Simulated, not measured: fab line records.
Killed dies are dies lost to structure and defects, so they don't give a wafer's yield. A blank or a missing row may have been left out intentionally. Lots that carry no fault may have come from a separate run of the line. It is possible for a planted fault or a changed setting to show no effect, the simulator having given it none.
Which tool was responsible? / flow n5_finfet / 27 wafers from 10 lots sampled at 2 of the route's 1938 steps

WHAT EACH GAUGE READ, for each wafer
N5_MOL_CONTACT_COAG_INSPECT_57: inspects for defects (brightfield).
lot=L972; measured=day 5 08:20; on=defect_inspect-01; raw_defect_count=206 282 269
lot=L976; measured=day 6 10:46; on=defect_inspect-02; raw_defect_count=211 203 234
lot=L978; measured=day 6 16:13; on=defect_inspect-01; raw_defect_count=162 215 196
lot=L979; measured=day 7 06:53; on=defect_inspect-02; raw_defect_count=164 190 196
lot=L981; measured=day 7 09:52; on=defect_inspect-01; raw_defect_count=134 198 137
lot=L983; measured=day 8 02:09; on=defect_inspect-02; raw_defect_count=226 242 186
lot=L984; measured=day 8 13:41; on=defect_inspect-01; raw_defect_count=261 176 206
lot=L987; measured=day 9 00:44; on=defect_inspect-02; raw_defect_count=198 182
lot=L988; measured=day 9 08:55; on=defect_inspect-02; raw_defect_count=211 156
lot=L992; measured=day 10 09:38; on=defect_inspect-01; raw_defect_count=233 234

WHICH TOOL RAN EACH LOT (tool, then ch and the chambers of the sampled wafers, then the start)
lot=L972; N5_MOL_CONTACT_COAG_CMP_23=cmp-04 ch 0,3, day 4 20:54
lot=L976; N5_MOL_CONTACT_COAG_CMP_23=cmp-03 ch 0,1, day 6 07:10
lot=L978; N5_MOL_CONTACT_COAG_CMP_23=cmp-04 ch 0,1,3, day 6 12:31
lot=L979; N5_MOL_CONTACT_COAG_CMP_23=cmp-03 ch 0,1, day 7 02:25
lot=L981; N5_MOL_CONTACT_COAG_CMP_23=cmp-03 ch 0,2, day 7 05:26
lot=L983; N5_MOL_CONTACT_COAG_CMP_23=cmp-03 ch 2,3, day 7 21:26
lot=L984; N5_MOL_CONTACT_COAG_CMP_23=cmp-01 ch 0,2,3, day 8 07:37
lot=L987; N5_MOL_CONTACT_COAG_CMP_23=cmp-04 ch 3, day 8 20:44
lot=L988; N5_MOL_CONTACT_COAG_CMP_23=cmp-04 ch 2, day 9 05:10
lot=L992; N5_MOL_CONTACT_COAG_CMP_23=cmp-01 ch 2,3, day 10 05:43
- N5_MOL_CONTACT_COAG_CMP_23: polishes, stops on SiO2, t overpolish 1.5 s, target thk 0 nm.

THE ANSWER, worked out from the rows above alone
Rule: the lots themselves supply what counts as usual. Put in order of their means at a reading, lots are off if they are a third of the lots or fewer, leave a main group of 4 or more, and stand apart from it by a gap of 3 or more times the standard deviation of the main group's means; of several such gaps the widest counts. Not used: any main group whose means are identical at the precision the tables above print for the reading. Also off: a lot with no number at a reading for which 4 or more lots have one. Any other lot the step has rows for is counted as sound.
Across all readings shown, no lot is off: no conclusion can be drawn from this.

WHAT THE SIMULATOR PUT IN
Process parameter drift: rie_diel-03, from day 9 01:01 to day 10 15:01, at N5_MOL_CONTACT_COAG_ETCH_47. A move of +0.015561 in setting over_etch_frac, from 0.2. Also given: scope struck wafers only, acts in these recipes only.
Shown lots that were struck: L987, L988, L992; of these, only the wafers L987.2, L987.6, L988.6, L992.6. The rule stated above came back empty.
